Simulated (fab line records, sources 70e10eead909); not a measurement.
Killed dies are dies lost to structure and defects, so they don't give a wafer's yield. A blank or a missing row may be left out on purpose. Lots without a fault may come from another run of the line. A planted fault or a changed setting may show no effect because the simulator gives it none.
Which tool did it? | flow nand_harc | 15 lots, 43 wafers sampled, at 4 steps of a route of 1302

WHAT THE GAUGES READ, wafer by wafer
NHARC_A_ONON_D1_THK_MEAS_18: measures by ellipsometry.
lot  | measured     | on            | thk_nm (nm)
L229 | day 8 08:16  | film_metro-02 | 1014 1013 1015
L230 | day 8 22:30  | film_metro-01 | 1004 1003 1003
L231 | day 8 22:29  | film_metro-02 | 1001 1002 1001
L232 | day 9 09:29  | film_metro-02 | 992 990 991
L233 | day 10 03:44 | film_metro-02 | 994 995 996
L234 | day 10 03:44 | film_metro-01 | 998 997 996
L235 | day 10 12:17 | film_metro-01 | 989 990 991
L237 | day 11 13:55 | film_metro-01 | 1017 1017 1017
L240 | day 12 20:35 | film_metro-02 | 991 989 989
L241 | day 13 01:55 | film_metro-01 | 984 1042
L244 | day 14 00:43 | film_metro-01 | 1002 1063 1003
L242 | day 14 06:56 | film_metro-02 | 1001 1064
L250 | day 16 20:53 | film_metro-01 | 1001 1000 1002
L251 | day 17 12:14 | film_metro-01 | 985 985 986
L252 | day 17 12:15 | film_metro-02 | 1006 1004 1004

WHICH TOOL RAN EACH LOT (tool, then ch and the chambers of the sampled wafers, then the start)
lot  | NHARC_P_BONDPAD_PVD_17                  | NHARC_P_BONDPAD_ACTIVATE_29        | NHARC_A_ONON_D1_DEP_16
L229 | pvd_sputter-03, day 6 21:18 or earlier  | rie_diel-03 ch 0,1,2, day 6 21:18  | pecvd_onon-01 ch 0, day 8 07:49
L230 | pvd_sputter-01, day 7 05:59 or earlier  | rie_diel-06 ch 0,1,2, day 7 05:59  | pecvd_onon-01 ch 0, day 8 21:59
L231 | pvd_sputter-03, day 7 10:27 or earlier  | rie_diel-03 ch 1,3, day 7 10:27    | pecvd_onon-04 ch 0, day 8 21:59
L232 | pvd_sputter-02, day 7 22:04 or earlier  | rie_diel-03 ch 0,2,3, day 7 22:04  | pecvd_onon-02 ch 0, day 9 08:59
L233 | pvd_sputter-02, day 8 18:11 or earlier  | rie_diel-07 ch 2,3, day 8 18:11    | pecvd_onon-02 ch 0, day 10 03:14
L234 | pvd_sputter-03, day 8 19:05 or earlier  | rie_diel-03 ch 0,3, day 8 19:05    | pecvd_onon-04 ch 0, day 10 03:21
L235 | pvd_sputter-01, day 9 03:17 or earlier  | rie_diel-06 ch 0,1,2, day 9 03:17  | pecvd_onon-02 ch 0, day 10 11:50
L237 | pvd_sputter-02, day 10 05:25 or earlier | rie_diel-06 ch 0,1,2, day 10 05:25 | pecvd_onon-04 ch 0, day 11 13:25
L240 | pvd_sputter-02, day 11 08:19 or earlier | rie_diel-03 ch 0,1,2, day 11 08:19 | pecvd_onon-01 ch 0, day 12 20:16
L241 | pvd_sputter-01, day 11 15:14 or earlier | rie_diel-06 ch 2,3, day 11 15:14   | pecvd_onon-01 ch 0, day 13 01:28
L244 | pvd_sputter-03, day 12 15:41 or earlier | rie_diel-03 ch 1,2, day 12 15:41   | pecvd_onon-01 ch 0, day 14 00:19
L242 | pvd_sputter-01, day 12 19:07 or earlier | rie_diel-06 ch 0,3, day 12 19:07   | pecvd_onon-01 ch 0, day 14 06:25
L250 | pvd_sputter-03, day 15 07:10 or earlier | rie_diel-07 ch 1,2, day 15 07:10   | pecvd_onon-01 ch 0, day 16 20:23
L251 | pvd_sputter-02, day 15 23:45 or earlier | rie_diel-06 ch 2,3, day 15 23:45   | pecvd_onon-01 ch 0, day 17 11:44
L252 | pvd_sputter-01, day 16 04:57 or earlier | rie_diel-03 ch 0,2,3, day 16 04:57 | pecvd_onon-04 ch 0, day 17 11:47
- NHARC_P_BONDPAD_PVD_17: deposits TaN, target thk 5 nm, time 8.06 s.
- NHARC_P_BONDPAD_ACTIVATE_29: chemistry N2, time 60 s.
- NHARC_A_ONON_D1_DEP_16: target thk 1000 nm.

WHAT THE TOOLS THEMSELVES READ (means of the sampled wafers that have a number; where no wafer has one, the mark that the record gives instead)
NHARC_P_BONDPAD_PVD_17.
lot  | tool           | throttle_valve_pct (%)
L229 | pvd_sputter-03 | 29.4
L230 | pvd_sputter-01 | 30.1
L231 | pvd_sputter-03 | 29.7
L232 | pvd_sputter-02 | 31.2
L233 | pvd_sputter-02 | 30.5
L234 | pvd_sputter-03 | 28.3
L235 | pvd_sputter-01 | 29.0
L237 | pvd_sputter-02 | 29.6
L240 | pvd_sputter-02 | 29.4
L241 | pvd_sputter-01 | 30.6
L244 | pvd_sputter-03 | 29.3
L242 | pvd_sputter-01 | 29.8
L250 | pvd_sputter-03 | 29.5
L251 | pvd_sputter-02 | 30.7
L252 | pvd_sputter-01 | 30.2

NHARC_P_BONDPAD_ACTIVATE_29.
lot  | tool        | drypump_motor_current_A (A) | mfc_ar_sccm (sccm) | oes_product_au (a.u.) | rf_vpp_V (V) | showerhead_plenum_p_Torr (Torr)
L229 | rie_diel-03 | 5.6                         | 0.016              | 0.991                 | 63.9         | 1.72
L230 | rie_diel-06 | 5.8                         | 0.020              | 1.001                 | 64.3         | 1.70
L231 | rie_diel-03 | 5.6                         | 0.003              | 1.009                 | 63.9         | 1.81
L232 | rie_diel-03 | 5.4                         | 0.016              | 1.007                 | 64.3         | 1.78
L233 | rie_diel-07 | 5.1                         | 0.029              | 0.996                 | 64.1         | 1.82
L234 | rie_diel-03 | 5.8                         | 0.031              | 0.987                 | 63.7         | 1.73
L235 | rie_diel-06 | 5.8                         | 0.020              | 1.003                 | 63.4         | 1.70
L237 | rie_diel-06 | 5.8                         | 0.020              | 1.003                 | 63.7         | 1.69
L240 | rie_diel-03 | 5.6                         | 0.016              | 0.990                 | 62.9         | 1.72
L241 | rie_diel-06 | 5.4                         | 0.026              | 1.005                 | 65.2         | 1.80
L244 | rie_diel-03 | 5.2                         | 0.001              | 1.012                 | 63.2         | 1.77
L242 | rie_diel-06 | 5.6                         | 0.021              | 1.011                 | 62.7         | 1.81
L250 | rie_diel-07 | 5.2                         | 0.009              | 1.004                 | 64.4         | 1.82
L251 | rie_diel-06 | 5.4                         | 0.025              | 0.999                 | 64.6         | 1.84
L252 | rie_diel-03 | 5.4                         | 0.016              | 0.983                 | 64.8         | 1.78

THE ANSWER, worked out from the rows above alone
Rule: what is usual is taken from the lots themselves. Put in order of their means at a reading, lots are off if they are a third of the lots or fewer, leave a main group of 4 or more, and stand apart from it by a gap of 3 or more times the standard deviation of the main group's means; of several such gaps the widest counts. A main group whose means are all the same, to the digits that the tables above print for the reading, isn't used. A lot without any number at a reading at which 4 lots or more have one is off too. The other lots that the step has rows for count as sound. The gauges are gone through in route order, then the tools' own readings, and for those a lot's mean is taken as printed above. The first step at which some lot is off is used, and at that step the reading that is off furthest; a lot without a number counts as furthest.
No lot is off at any reading shown: from this, nothing can be told.

WHAT THE SIMULATOR HAD PUT IN
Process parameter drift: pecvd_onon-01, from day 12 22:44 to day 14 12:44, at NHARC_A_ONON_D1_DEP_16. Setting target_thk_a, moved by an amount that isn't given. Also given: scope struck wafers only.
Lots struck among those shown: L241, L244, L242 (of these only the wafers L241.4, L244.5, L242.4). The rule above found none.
